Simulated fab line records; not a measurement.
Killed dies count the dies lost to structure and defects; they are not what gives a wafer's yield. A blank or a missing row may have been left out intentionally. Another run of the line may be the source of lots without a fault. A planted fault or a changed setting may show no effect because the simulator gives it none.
Which tool did it? ; flow nand-harc ; Sampling: 23 lots, 69 wafers, 6 of 1302 route steps

WHAT EACH GAUGE READ, for each wafer
NHARC_A_CONTACT_CD_MEAS_15. Usual: 190.0 nm for cd-nm, sd 0.49.
lot;measured;on;cd-nm (nm);flag
L074;day 22 11:42;cd-sem-02;190.1 189.7 189.6;
L075;day 23 02:34;cd-sem-03;189.8 189.8 190.3;
L076;day 23 03:14;cd-sem-03;190.2 190.6 190.4;
L077;day 24 02:07;cd-sem-03;190.2 190.3 190.1;
L078;day 24 03:37;cd-sem-02;189.6 190.1 190.0;
L079;day 25 02:28;cd-sem-02;189.4 189.9 190.0;
L080;day 25 09:02;cd-sem-02;190.4 189.3 189.8;
L081;day 25 10:21;cd-sem-02;190.4 190.1 190.4;
L082;day 25 16:19;cd-sem-02;189.2 189.1 188.8;
L085;day 26 08:04;cd-sem-02;190.0 190.5 189.9;
L084;day 26 11:42;cd-sem-01;189.5 189.2 189.6;
L083;day 26 18:22;cd-sem-01;189.9 190.3 189.2;
L086;day 27 10:05;cd-sem-01;191.1 191.0 191.0;
L087;day 28 05:33;cd-sem-01;189.7 189.3 189.4;
L088;day 28 17:17;cd-sem-03;190.2 190.4 190.4;
L089;day 29 00:32;cd-sem-02;189.4 189.5 189.9;
L090;day 29 02:44;cd-sem-03;190.3 189.5 189.8;
L091;day 29 08:35;cd-sem-01;190.1 190.8 190.1;
L092;day 30 04:44;cd-sem-02;190.2 190.3 189.7;
L093;day 30 11:14;cd-sem-02;191.0 190.1 190.6;
L095;day 31 11:39;cd-sem-01;189.7 189.8 190.0;
L097;day 32 08:31;cd-sem-01;190.6 189.7 190.3;
L096;day 32 09:17;cd-sem-02;190.3 190.8 190.5;

TOOL THAT RAN EACH LOT (tool first, then ch and the chambers of the sampled wafers, then the start)
lot;NHARC_A_CONTACT_ETCH_50;NHARC_A_CONTACT_DESCUM_74;NHARC_A_CONTACT_ETCH_126;NHARC_A_CONTACT_ETCH_106;NHARC_A_CONTACT_DESCUM_13
L074;rie-diel-09 ch 0,1,2, day 21 22:37 or earlier;rie-diel-07 ch 0,1, day 21 22:37;har-cap-etch-02 ch 0,1, day 22 00:41;rie-diel-09 ch 0,1,2, day 22 03:12;rie-diel-07 ch 2,3, day 22 08:28
L075;rie-diel-04 ch 0,3, day 22 11:16 or earlier;rie-diel-07 ch 0,3, day 22 11:16;har-cap-etch-03 ch 0,1, day 22 13:17;rie-diel-07 ch 2,3, day 22 15:44;rie-diel-09 ch 1,2,3, day 22 23:13
L076;rie-diel-04 ch 1,2,3, day 22 11:50 or earlier;rie-diel-07 ch 0,1,2, day 22 11:50;har-cap-etch-02 ch 0,1, day 22 14:19;rie-diel-09 ch 0,1,3, day 22 16:50;rie-diel-09 ch 0,1,3, day 22 23:35
L077;rie-diel-09 ch 2,3, day 23 14:10 or earlier;rie-diel-09 ch 0,1,3, day 23 14:10;har-cap-etch-01 ch 0,1, day 23 16:07;rie-diel-09 ch 1,2,3, day 23 18:36;rie-diel-09 ch 0,2, day 23 22:43
L078;rie-diel-07 ch 0,2,3, day 23 14:23 or earlier;rie-diel-04 ch 2,3, day 23 14:23;har-cap-etch-03 ch 0,1, day 23 16:49;rie-diel-07 ch 0,2,3, day 23 19:54;rie-diel-09 ch 0,3, day 24 00:26
L079;rie-diel-09 ch 2,3, day 24 15:26 or earlier;rie-diel-07 ch 1,2,3, day 24 15:26;har-cap-etch-03 ch 0,1, day 24 17:19;rie-diel-04 ch 1,2,3, day 24 19:52;rie-diel-07 ch 0,2,3, day 24 23:04
L080;rie-diel-07 ch 1,2,3, day 24 22:11 or earlier;rie-diel-09 ch 0,3, day 24 22:11;har-cap-etch-01 ch 1, day 25 00:08;rie-diel-09 ch 1,2,3, day 25 02:38;rie-diel-07 ch 1,2,3, day 25 05:50
L081;rie-diel-09 ch 1,2,3, day 24 22:21 or earlier;rie-diel-04 ch 0,3, day 24 22:21;har-cap-etch-03 ch 0,1, day 25 00:17;rie-diel-04 ch 1,2, day 25 02:49;rie-diel-09 ch 2,3, day 25 06:59
L082;rie-diel-09 ch 1,2,3, day 25 05:20 or earlier;rie-diel-09 ch 0,1,2, day 25 05:20;har-cap-etch-01 ch 0,1, day 25 07:16;rie-diel-07 ch 2,3, day 25 09:48;rie-diel-04 ch 0,3, day 25 13:07
L085;rie-diel-09 ch 1,3, day 25 17:43 or earlier;rie-diel-09 ch 0,1,3, day 25 17:43;har-cap-etch-02 ch 0,1, day 25 19:40;rie-diel-07 ch 0,1,2, day 25 22:26;rie-diel-09 ch 1,3, day 26 04:47
L084;rie-diel-07 ch 0,1,3, day 25 23:30 or earlier;rie-diel-09 ch 1,3, day 25 23:30;har-cap-etch-03 ch 0,1, day 26 01:47;rie-diel-09 ch 2,3, day 26 04:50;rie-diel-09 ch 2,3, day 26 08:31
L083;rie-diel-09 ch 1,2, day 26 07:00 or earlier;rie-diel-04 ch 1,2,3, day 26 07:00;har-cap-etch-01 ch 0,1, day 26 08:58;rie-diel-04 ch 1,2, day 26 11:28;rie-diel-09 ch 0,1,2, day 26 15:11
L086;rie-diel-09 ch 1,2,3, day 26 22:55 or earlier;rie-diel-09 ch 1,2,3, day 26 22:55;har-cap-etch-03 ch 0,1, day 27 00:50;rie-diel-04 ch 0,1,3, day 27 03:23;rie-diel-04 ch 1,2,3, day 27 06:44
L087;rie-diel-04 ch 0,2,3, day 27 17:29 or earlier;rie-diel-09 ch 0,1,3, day 27 17:29;har-cap-etch-03 ch 0,1, day 27 19:26;rie-diel-07 ch 0,1,3, day 27 21:56;rie-diel-09 ch 0,1,3, day 28 02:08
L088;rie-diel-04 ch 0,2,3, day 28 05:25 or earlier;rie-diel-04 ch 0,1,2, day 28 05:25;har-cap-etch-03 ch 0,1, day 28 07:23;rie-diel-09 ch 0,2, day 28 09:52;rie-diel-09 ch 0,1,2, day 28 14:06
L089;rie-diel-07 ch 1,2,3, day 28 12:45 or earlier;rie-diel-07 ch 2,3, day 28 12:45;har-cap-etch-02 ch 0,1, day 28 15:37;rie-diel-09 ch 0,1, day 28 18:07;rie-diel-09 ch 1,2, day 28 21:20
L090;rie-diel-09 ch 1,2, day 28 14:48 or earlier;rie-diel-04 ch 0,1, day 28 14:48;har-cap-etch-01 ch 0,1, day 28 16:49;rie-diel-09 ch 1,3, day 28 19:21;rie-diel-04 ch 0,2, day 28 23:25
L091;rie-diel-09 ch 0,1,3, day 28 15:58 or earlier;rie-diel-09 ch 1,3, day 28 15:58;har-cap-etch-03 ch 0,1, day 28 17:53;rie-diel-09 ch 1,2,3, day 28 20:23;rie-diel-04 ch 0,1,3, day 29 05:22
L092;rie-diel-07 ch 0,1,3, day 29 16:44 or earlier;rie-diel-09 ch 0,1, day 29 16:44;har-cap-etch-02 ch 0,1, day 29 18:43;rie-diel-09 ch 1,3, day 29 21:27;rie-diel-09 ch 1,2,3, day 30 01:30
L093;rie-diel-09 ch 0,1,3, day 29 23:46 or earlier;rie-diel-09 ch 0,1,2, day 29 23:46;har-cap-etch-03 ch 0,1, day 30 01:40;rie-diel-09 ch 0,1,3, day 30 04:13;rie-diel-09 ch 1,2,3, day 30 07:31
L095;rie-diel-04 ch 0,2,3, day 30 23:00 or earlier;rie-diel-09 ch 1,2,3, day 30 23:00;har-cap-etch-02 ch 0,1, day 31 00:58;rie-diel-09 ch 0,1, day 31 03:28;rie-diel-09 ch 0,1,3, day 31 08:29
L097;rie-diel-09 ch 1,2, day 31 17:30 or earlier;rie-diel-09 ch 0,3, day 31 17:30;har-cap-etch-03 ch 0,1, day 31 19:28;rie-diel-09 ch 0,2,3, day 31 21:58;rie-diel-07 ch 1,2,3, day 32 05:20
L096;rie-diel-07 ch 1,3, day 31 17:38 or earlier;rie-diel-04 ch 0,1, day 31 17:38;har-cap-etch-01 ch 0, day 31 20:01;rie-diel-09 ch 0,1,2, day 31 22:38;rie-diel-09 ch 2,3, day 32 06:05
- NHARC_A_CONTACT_ETCH_50: etches the open film in CF4/CHF3, target depth 121 nm, time 60.5 s.
- NHARC_A_CONTACT_DESCUM_74: chemistry O2, time 3 s.
- NHARC_A_CONTACT_ETCH_126: etches the open film in C4F8/O2/Ar, time 197 s, target depth 1918 nm.
- NHARC_A_CONTACT_ETCH_106: etches the open film in CF4/O2, target depth 90 nm, overetch 9 nm, time 49.5 s.
- NHARC_A_CONTACT_DESCUM_13: chemistry O2, time 3 s.

WHAT THE TOOLS THEMSELVES READ (means of the sampled wafers that have a number; where no wafer has one, the mark that the record gives instead)
NHARC_A_CONTACT_ETCH_50. Usual: drypump-motor-current-A 5.8 A, standard deviation 0.36; oes-product-au 0.945 a.u., standard deviation 0.022; rf-vpp-V 370.4 V, standard deviation 2.8; showerhead-plenum-p-Torr 1.57 Torr, standard deviation 0.079; throttle-valve-pct 16.803 %, standard deviation 0.0086.
lot;tool;drypump-motor-current-A (A);oes-product-au (a.u.);rf-vpp-V (V);showerhead-plenum-p-Torr (Torr);throttle-valve-pct (%);flag
L074;rie-diel-09;6.1;0.927;370.7;1.58;16.811;
L075;rie-diel-04;5.8;0.922;367.5;1.49;16.802;
L076;rie-diel-04;5.9;0.926;371.0;1.60;16.805;
L077;rie-diel-09;5.9;0.969;368.4;1.50;16.806;
L078;rie-diel-07;5.4;0.970;371.5;1.58;16.808;
L079;rie-diel-09;6.1;0.959;369.4;1.55;16.817;
L080;rie-diel-07;5.5;0.921;368.7;1.52;16.803;
L081;rie-diel-09;5.9;0.966;370.5;1.57;16.804;
L082;rie-diel-09;5.9;0.964;370.1;1.57;16.806;
L085;rie-diel-09;5.6;0.963;370.9;1.59;16.792;
L084;rie-diel-07;5.5;0.927;372.3;1.59;16.803;
L083;rie-diel-09;6.1;0.959;371.6;1.61;16.804;
L086;rie-diel-09;5.9;0.961;370.8;1.57;16.803;
L087;rie-diel-04;5.9;0.924;371.7;1.60;16.805;
L088;rie-diel-04;5.9;0.921;371.8;1.60;16.804;
L089;rie-diel-07;5.5;0.924;368.4;1.51;16.804;
L090;rie-diel-09;5.8;0.973;372.7;1.63;16.801;
L091;rie-diel-09;5.9;0.929;369.5;1.53;16.808;
L092;rie-diel-07;5.5;0.975;370.9;1.58;16.812;
L093;rie-diel-09;5.9;0.961;371.2;1.61;16.800;
L095;rie-diel-04;5.9;0.922;371.5;1.59;16.803;
L097;rie-diel-09;5.8;0.955;371.8;1.62;16.799;
L096;rie-diel-07;5.6;0.927;369.1;1.54;16.798;

NHARC_A_CONTACT_DESCUM_74. Usual: drypump-motor-current-A 5.8 A, standard deviation 0.36; oes-product-au 0.998 a.u., standard deviation 0.0071; rf-vpp-V 57.8 V, standard deviation 0.96; showerhead-plenum-p-Torr 1.92 Torr, standard deviation 0.1; throttle-valve-pct 11.312 %, standard deviation 0.0094.
lot;tool;drypump-motor-current-A (A);oes-product-au (a.u.);rf-vpp-V (V);showerhead-plenum-p-Torr (Torr);throttle-valve-pct (%);flag
L074;rie-diel-07;5.6;1.009;57.9;1.92;11.308;
L075;rie-diel-07;5.5;1.004;57.0;2.01;11.314;
L076;rie-diel-07;5.5;1.001;57.3;1.91;11.300;
L077;rie-diel-09;5.9;0.996;57.0;1.86;11.314;
L078;rie-diel-04;5.9;1.000;58.1;1.89;11.320;
L079;rie-diel-07;5.5;1.001;57.0;1.84;11.315;
L080;rie-diel-09;6.2;1.002;57.2;1.80;11.311;
L081;rie-diel-04;6.1;1.006;57.8;1.94;11.314;
L082;rie-diel-09;6.1;0.997;56.2;1.92;11.312;
L085;rie-diel-09;5.9;1.003;57.8;1.86;11.314;
L084;rie-diel-09;5.6;0.996;59.2;1.93;11.312;
L083;rie-diel-04;5.9;1.001;58.6;1.94;11.312;
L086;rie-diel-09;5.9;0.995;57.5;1.90;11.311;
L087;rie-diel-09;5.9;1.000;57.9;1.86;11.310;
L088;rie-diel-04;5.7;0.989;57.6;2.00;11.313;
L089;rie-diel-07;5.4;0.995;57.1;1.82;11.314;
L090;rie-diel-04;5.7;1.001;57.9;2.05;11.311;
L091;rie-diel-09;5.6;1.005;58.1;1.92;11.311;
L092;rie-diel-09;6.1;0.993;57.3;1.87;11.316;
L093;rie-diel-09;6.1;0.996;57.6;1.91;11.316;
L095;rie-diel-09;5.9;0.995;57.8;2.00;11.321;
L097;rie-diel-09;6.2;0.993;57.5;1.89;11.297;
L096;rie-diel-04;5.7;0.998;58.6;2.05;11.321;

NHARC_A_CONTACT_ETCH_106. Usual: drypump-motor-current-A 5.9 A, standard deviation 0.36; oes-product-au 0.999 a.u., standard deviation 0.0068; rf-vpp-V 198.0 V, standard deviation 1.5; showerhead-plenum-p-Torr 1.34 Torr, standard deviation 0.069; throttle-valve-pct 13.398 %, standard deviation 0.0086.
lot;tool;drypump-motor-current-A (A);oes-product-au (a.u.);rf-vpp-V (V);showerhead-plenum-p-Torr (Torr);throttle-valve-pct (%);flag
L074;rie-diel-09;6.1;1.001;198.0;1.34;13.397;
L075;rie-diel-07;5.4;1.000;196.8;1.28;13.398;
L076;rie-diel-09;5.9;1.001;196.5;1.30;13.406;
L077;rie-diel-09;5.9;0.997;197.8;1.33;13.389;
L078;rie-diel-07;5.4;1.006;197.7;1.34;13.400;
L079;rie-diel-04;5.9;0.999;198.2;1.36;13.399;
L080;rie-diel-09;5.9;1.008;198.1;1.33;13.395;
L081;rie-diel-04;5.7;0.995;199.2;1.40;13.399;
L082;rie-diel-07;5.4;0.997;196.7;1.28;13.407;
L085;rie-diel-07;5.5;1.004;197.8;1.33;13.403;
L084;rie-diel-09;6.1;0.998;197.0;1.31;13.393;
L083;rie-diel-04;5.7;0.994;198.5;1.36;13.404;
L086;rie-diel-04;5.9;1.002;198.6;1.39;13.392;
L087;rie-diel-07;5.5;0.995;197.8;1.34;13.397;
L088;rie-diel-09;6.4;0.995;197.2;1.29;13.403;
L089;rie-diel-09;5.9;0.997;197.9;1.35;13.397;
L090;rie-diel-09;5.6;1.002;197.8;1.34;13.402;
L091;rie-diel-09;5.9;1.009;198.1;1.33;13.398;
L092;rie-diel-09;5.6;0.994;199.1;1.42;13.390;
L093;rie-diel-09;5.9;0.997;199.0;1.37;13.397;
L095;rie-diel-09;6.1;0.996;197.5;1.31;13.403;
L097;rie-diel-09;6.1;0.994;198.2;1.35;13.399;
L096;rie-diel-09;6.1;0.991;197.6;1.33;13.396;

NHARC_A_CONTACT_DESCUM_13. Usual: drypump-motor-current-A 5.9 A, standard deviation 0.36; oes-product-au 0.999 a.u., standard deviation 0.0063; rf-vpp-V 57.8 V, standard deviation 0.93; showerhead-plenum-p-Torr 1.92 Torr, standard deviation 0.1; throttle-valve-pct 11.312 %, standard deviation 0.0076.
lot;tool;drypump-motor-current-A (A);oes-product-au (a.u.);rf-vpp-V (V);showerhead-plenum-p-Torr (Torr);throttle-valve-pct (%);flag
L074;rie-diel-07;5.4;1.005;57.8;1.84;11.313;
L075;rie-diel-09;5.9;1.012;57.8;1.91;11.314;
L076;rie-diel-09;5.9;1.003;58.5;1.86;11.312;
L077;rie-diel-09;6.3;1.001;57.8;1.90;11.312;
L078;rie-diel-09;6.2;0.996;57.2;1.80;11.312;
L079;rie-diel-07;5.4;0.995;57.7;1.92;11.310;
L080;rie-diel-07;5.5;0.998;58.0;1.84;11.318;
L081;rie-diel-09;6.1;1.005;56.9;1.88;11.314;
L082;rie-diel-04;6.1;0.994;57.3;1.94;11.304;
L085;rie-diel-09;5.6;0.995;58.2;1.93;11.318;
L084;rie-diel-09;6.1;0.996;58.2;1.88;11.315;
L083;rie-diel-09;6.1;1.000;58.0;1.92;11.314;
L086;rie-diel-04;5.9;1.006;58.4;1.94;11.307;
L087;rie-diel-09;5.9;0.993;57.8;1.86;11.310;
L088;rie-diel-09;6.1;1.004;58.2;1.91;11.313;
L089;rie-diel-09;5.8;1.002;58.0;1.98;11.312;
L090;rie-diel-04;5.7;1.001;57.4;1.95;11.310;
L091;rie-diel-04;5.9;0.997;58.3;1.99;11.313;
L092;rie-diel-09;5.9;0.994;58.7;2.00;11.311;
L093;rie-diel-09;5.9;1.004;57.8;2.00;11.305;
L095;rie-diel-09;5.9;0.996;57.3;1.96;11.312;
L097;rie-diel-07;5.5;0.999;57.4;1.83;11.315;
L096;rie-diel-09;5.9;0.994;59.0;2.02;11.314;

THE ANSWER, worked out from the rows above alone
Rule: take the mean of a lot's wafers that have a number; if it is more than 3 standard deviations from the usual mean, the lot is off. Also off: a lot with no number at a reading for which 4 or more lots have one. Any other lot the step has rows for is counted as sound. The gauges are gone through in route order, then the tools' own readings, and for those a lot's mean is taken as printed above. The first step at which some lot is off is used, and at that step the reading that is off furthest; a lot without a number counts as furthest.
No lot is off at any reading shown: from this, nothing can be told.

WHAT WAS PUT IN BY THE SIMULATOR
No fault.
